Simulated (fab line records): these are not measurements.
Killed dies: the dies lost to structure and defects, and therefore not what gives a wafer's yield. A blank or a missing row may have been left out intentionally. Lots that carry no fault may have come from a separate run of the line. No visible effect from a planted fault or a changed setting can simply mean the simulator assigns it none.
The tool behind it: which one? -- flow n5 finfet -- 24 lots with 72 wafers sampled at 4 steps, on a route of 1938 steps

## WHAT EACH GAUGE READ, for each wafer
N5_BEOL_M0_SAQP_CD_MEAS_14: the cd target is 42.5 nm. Usual: cd nm at 42.3 nm, with a standard deviation of 0.43.
lot,measured,on,cd nm (nm),flag
L074,day 5 13:39,cd sem-02,42.0 41.8 42.3,
L075,day 5 18:04,cd sem-01,42.1 42.1 42.4,
L076,day 5 21:52,cd sem-01,42.8 42.9 43.3,
L077,day 6 07:01,cd sem-03,41.7 42.3 42.0,
L078,day 6 12:55,cd sem-01,42.2 42.4 42.8,
L079,day 6 21:01,cd sem-02,42.1 42.5 42.6,
L080,day 7 07:54,cd sem-02,42.5 41.7 43.0,
L081,day 7 05:01,cd sem-02,42.6 42.5 42.0,
L082,day 7 15:40,cd sem-01,42.2 42.7 42.5,
L083,day 7 17:54,cd sem-01,42.6 42.6 42.7,
L084,day 8 00:26,cd sem-02,41.9 42.0 42.5,
L085,day 8 07:45,cd sem-02,42.8 42.1 42.7,
L086,day 8 11:51,cd sem-02,42.9 42.1 42.5,
L087,day 8 19:44,cd sem-03,42.4 42.0 41.5,
L088,day 8 23:04,cd sem-03,41.8 41.7 41.4,
L089,day 9 04:03,cd sem-01,42.4 42.8 42.0,
L090,day 9 07:09,cd sem-02,42.6 42.4 42.2,
L091,day 9 14:38,cd sem-03,42.1 41.7 42.0,
L092,day 9 19:29,cd sem-02,42.0 42.5 42.0,
L093,day 10 03:41,cd sem-01,42.4 41.5 42.4,
L094,day 10 08:04,cd sem-02,41.8 42.1 42.2,
L095,day 10 11:59,cd sem-03,42.6 41.7 42.6,
L096,day 10 23:55,cd sem-01,41.4 41.2 41.8,
L097,day 11 09:04,cd sem-02,42.4 42.3 42.2,

N5_BEOL_M0_SAQP_INSPECT_16: inspects for defects (brightfield). Usual: raw defect count at 481, with a standard deviation of 130.
lot,measured,on,raw defect count,flag
L074,day 5 13:43,defect inspect-01,373 272 318,
L075,day 5 18:07,defect inspect-01,407 359 544,
L076,day 5 21:55,defect inspect-02,490 549 531,
L077,day 6 07:04,defect inspect-01,358 329 391,
L078,day 6 12:59,defect inspect-02,603 570 668,
L079,day 6 21:04,defect inspect-01,453 621 406,
L080,day 7 07:58,defect inspect-01,386 595 386,
L081,day 7 05:04,defect inspect-01,831 824 805,
L082,day 7 15:44,defect inspect-01,521 412 632,
L083,day 7 17:57,defect inspect-01,462 340 433,
L084,day 8 00:29,defect inspect-02,521 555 531,
L085,day 8 07:48,defect inspect-02,394 350 652,
L086,day 8 11:55,defect inspect-01,367 406 403,
L087,day 8 19:47,defect inspect-01,464 484 506,
L088,day 8 23:08,defect inspect-02,421 465 572,
L089,day 9 04:06,defect inspect-02,366 479 457,
L090,day 9 07:12,defect inspect-02,476 437 461,
L091,day 9 14:42,defect inspect-02,511 631 436,
L092,day 9 19:32,defect inspect-01,378 449 380,
L093,day 10 03:44,defect inspect-01,510 603 500,
L094,day 10 08:07,defect inspect-02,533 486 575,
L095,day 10 12:03,defect inspect-01,382 309 541,
L096,day 10 23:58,defect inspect-02,604 714 475,
L097,day 11 09:07,defect inspect-01,588 365 366,

## WHICH TOOL RAN EACH LOT (tool, then ch and the chambers of the sampled wafers, then the start)
lot,N5_MOL_CONTACT_COAG_PRE_CLEAN_141,N5_MOL_CONTACT_COAG_ALD_131
L074,"pvd sputter-01, day 4 22:25","ald sin-02 ch 0,1,2, day 5 05:12"
L075,"pvd sputter-02, day 5 02:03","ald sin-02 ch 2,3, day 5 08:53"
L076,"pvd sputter-01, day 5 04:30","ald sin-03 ch 0,1,2, day 5 13:57"
L077,"pvd sputter-02, day 5 13:43","ald sin-04 ch 1,2, day 5 22:13"
L078,"pvd sputter-01, day 5 20:37","ald sin-03 ch 2,3, day 6 04:23"
L079,"pvd sputter-01, day 6 04:49","ald sin-02 ch 0,3, day 6 13:57"
L080,"pvd sputter-02, day 6 12:47","ald sin-02 ch 1,2,3, day 6 20:49"
L081,"pvd sputter-01, day 6 13:02","ald sin-03 ch 2,3, day 6 20:27"
L082,"pvd sputter-01, day 6 23:52","ald sin-02 ch 0,3, day 7 07:39"
L083,"pvd sputter-01, day 7 00:42","ald sin-03 ch 0,1,2, day 7 08:26"
L084,"pvd sputter-03, day 7 08:11","ald sin-02 ch 1,2,3, day 7 15:20"
L085,"pvd sputter-02, day 7 15:28","ald sin-02 ch 1,2, day 8 00:14"
L086,"pvd sputter-02, day 7 20:04","ald sin-02 ch 0,1,2, day 8 03:51"
L087,"pvd sputter-03, day 8 00:34","ald sin-04 ch 0,1, day 8 10:34"
L088,"pvd sputter-01, day 8 07:32","ald sin-02 ch 1,3, day 8 15:22"
L089,"pvd sputter-03, day 8 11:43","ald sin-04 ch 1,2,3, day 8 19:44"
L090,"pvd sputter-03, day 8 16:23","ald sin-02 ch 1,2,3, day 8 23:51"
L091,"pvd sputter-02, day 8 23:28","ald sin-04 ch 1,3, day 9 06:31"
L092,"pvd sputter-03, day 9 06:21","ald sin-03 ch 1,2, day 9 12:09"
L093,"pvd sputter-02, day 9 12:21","ald sin-03 ch 1,2,3, day 9 19:40"
L094,"pvd sputter-01, day 9 15:46","ald sin-02 ch 0,1,3, day 9 22:36"
L095,"pvd sputter-03, day 9 22:42","ald sin-02 ch 1,2, day 10 04:49"
L096,"pvd sputter-03, day 10 08:15","ald sin-02 ch 1,2,3, day 10 15:03"
L097,"pvd sputter-01, day 10 15:40","ald sin-02 ch 0,2, day 10 23:10"
- N5_MOL_CONTACT_COAG_PRE_CLEAN_141: time 60 s.
- N5_MOL_CONTACT_COAG_ALD_131: deposits SiO2, target thk 5 nm, pulse time 1 s, co reactant pulse time 1 s.

## AS READ BY THE TOOLS THEMSELVES (means over the sampled wafers that have a number; for cases with no such wafer, the mark the record gives instead)
N5_MOL_CONTACT_COAG_PRE_CLEAN_141. Usual: heater power w at 452 W, with a standard deviation of 28.
lot,tool,heater power w (W),flag
L074,pvd sputter-01,428,
L075,pvd sputter-02,472,
L076,pvd sputter-01,434,
L077,pvd sputter-02,448,
L078,pvd sputter-01,431,
L079,pvd sputter-01,436,
L080,pvd sputter-02,458,
L081,pvd sputter-01,444,
L082,pvd sputter-01,453,
L083,pvd sputter-01,458,
L084,pvd sputter-03,464,
L085,pvd sputter-02,450,
L086,pvd sputter-02,452,
L087,pvd sputter-03,476,
L088,pvd sputter-01,451,
L089,pvd sputter-03,462,
L090,pvd sputter-03,472,
L091,pvd sputter-02,448,
L092,pvd sputter-03,479,
L093,pvd sputter-02,453,
L094,pvd sputter-01,431,
L095,pvd sputter-03,479,
L096,pvd sputter-03,479,
L097,pvd sputter-01,428,

N5_MOL_CONTACT_COAG_ALD_131. Usual: heater power w 79 W, standard deviation 5; precursor pulse height rel 0.999, standard deviation 0.02.
lot,tool,heater power w (W),precursor pulse height rel,flag
L074,ald sin-02,81,0.984,
L075,ald sin-02,76,1.018,
L076,ald sin-03,77,1.004,
L077,ald sin-04,90,0.985,
L078,ald sin-03,81,1.004,
L079,ald sin-02,76,1.019,
L080,ald sin-02,77,0.990,
L081,ald sin-03,81,0.989,
L082,ald sin-02,79,1.004,
L083,ald sin-03,77,1.001,
L084,ald sin-02,77,0.971,
L085,ald sin-02,82,0.985,
L086,ald sin-02,80,0.990,
L087,ald sin-04,81,0.984,
L088,ald sin-02,74,0.990,
L089,ald sin-04,83,1.008,
L090,ald sin-02,76,0.985,
L091,ald sin-04,82,1.012,
L092,ald sin-03,79,0.997,
L093,ald sin-03,78,0.995,
L094,ald sin-02,76,1.005,
L095,ald sin-02,78,0.993,
L096,ald sin-02,77,1.012,
L097,ald sin-02,82,1.011,

## THE ANSWER, worked out from the rows above alone
Rule: lot off if the mean of its wafers having a number is beyond 3 standard deviations from the usual mean. Also off: a lot with no number at a reading for which 4 or more lots have one. All remaining lots with rows at the step are treated as sound. The gauges are gone through in route order, then the tools' own readings, and for those a lot's mean is taken as printed above. The first step at which some lot is off is used, and at that step the reading that is off furthest; a lot without a number counts as furthest.
No lot is off on any of the readings shown, so nothing can be concluded from this.

## WHAT WAS PUT IN BY THE SIMULATOR
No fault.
